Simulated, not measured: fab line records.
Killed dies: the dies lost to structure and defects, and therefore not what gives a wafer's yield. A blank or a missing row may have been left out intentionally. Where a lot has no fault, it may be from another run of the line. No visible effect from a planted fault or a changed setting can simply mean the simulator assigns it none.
Chamber matching | flow n5_finfet | rie_diel-04 running N5_BEOL_M4_STRIP_19: 4 sister chambers
The step strips in O2. 18 wafers are shown with their chamber, then 8 later ones without.

## WAFERS PAIRED WITH THEIR CHAMBERS
wafer  | chamber | drypump_motor_current_A (A) | showerhead_plenum_p_Torr (Torr) | throttle_valve_pct (%)
L074.4 | 2       | 5.5                         | 2.02                            | 16.78
L074.5 | 0       | 6.4                         | 2.15                            | 17.25
L074.6 | 3       | 5.7                         | 2.17                            | 16.99
L075.1 | 2       | 5.4                         | 2.02                            | 16.76
L075.2 | 3       | 5.7                         | 2.17                            | 16.98
L075.6 | 3       | 5.7                         | 2.17                            | 16.98
L077.2 | 0       | 6.4                         | 2.15                            | 17.26
L077.3 | 3       | 5.7                         | 2.17                            | 16.99
L077.6 | 2       | 5.4                         | 2.02                            | 16.78
L078.1 | 2       | 5.5                         | 2.02                            | 16.78
L078.3 | 1       | 6.1                         | 2.12                            | 16.37
L078.6 | 0       | 6.4                         | 2.15                            | 17.24
L082.1 | 1       | 6.1                         | 2.11                            | 16.42
L082.2 | 2       | 5.5                         | 2.02                            | 16.79
L082.3 | 3       | 5.7                         | 2.16                            | 16.56
L083.2 | 3       | 5.7                         | 2.16                            | 16.57
L083.3 | 1       | 6.1                         | 2.11                            | 16.44
L083.5 | 3       | 5.7                         | 2.16                            | 16.57

SIGNATURES, as means of the wafers listed above
reading                  | chamber 0 | chamber 1 | chamber 2 | chamber 3 | scatter within a chamber
drypump_motor_current_A  | 6.400     | 6.100     | 5.460     | 5.700     | 0.0293
showerhead_plenum_p_Torr | 2.1500    | 2.1133    | 2.0200    | 2.1657    | 0.00412
throttle_valve_pct       | 17.2500   | 16.4100   | 16.7780   | 16.8057   | 0.147
Rule: for each reading, subtract the chamber's mean from the wafer's reading, divide by that reading's scatter and square the result; add these up over the readings and take the root, which gives the wafer's distance from the chamber. If the next closest chamber is less than 2 further off than the closest, the wafer can't be placed; otherwise it belongs to the closest. How the scatter is found: for the shown wafers, subtract from each reading the mean of its chamber, square and add these, divide the total by (wafers less chambers), then take the root.

## WAFERS WITH NO CHAMBER GIVEN
wafer  | drypump_motor_current_A (A) | showerhead_plenum_p_Torr (Torr) | throttle_valve_pct (%)
L086.1 | 5.7                         | 2.16                            | 16.59
L086.4 | 5.5                         | 2.01                            | 16.81
L086.5 | 5.5                         | 2.01                            | 16.82
L087.2 | 5.5                         | 2.01                            | 16.81
L087.5 | 6.4                         | 2.14                            | 16.84
L087.6 | 5.4                         | 2.01                            | 16.83
L095.3 | 5.7                         | 2.15                            | 16.61
L095.5 | 6.4                         | 2.14                            | 16.87

## EACH ONE'S CHAMBER
wafer  | from the rows above | in truth
L086.1 | 3                   | 3
L086.4 | 2                   | 2
L086.5 | 2                   | 2
L087.2 | 2                   | 2
L087.5 | 0                   | 0
L087.6 | 2                   | 2
L095.3 | 3                   | 3
L095.5 | 0                   | 0
Correct placement for 8 of the 8. Can't be placed from these rows: 0. Number placed wrongly: 0.
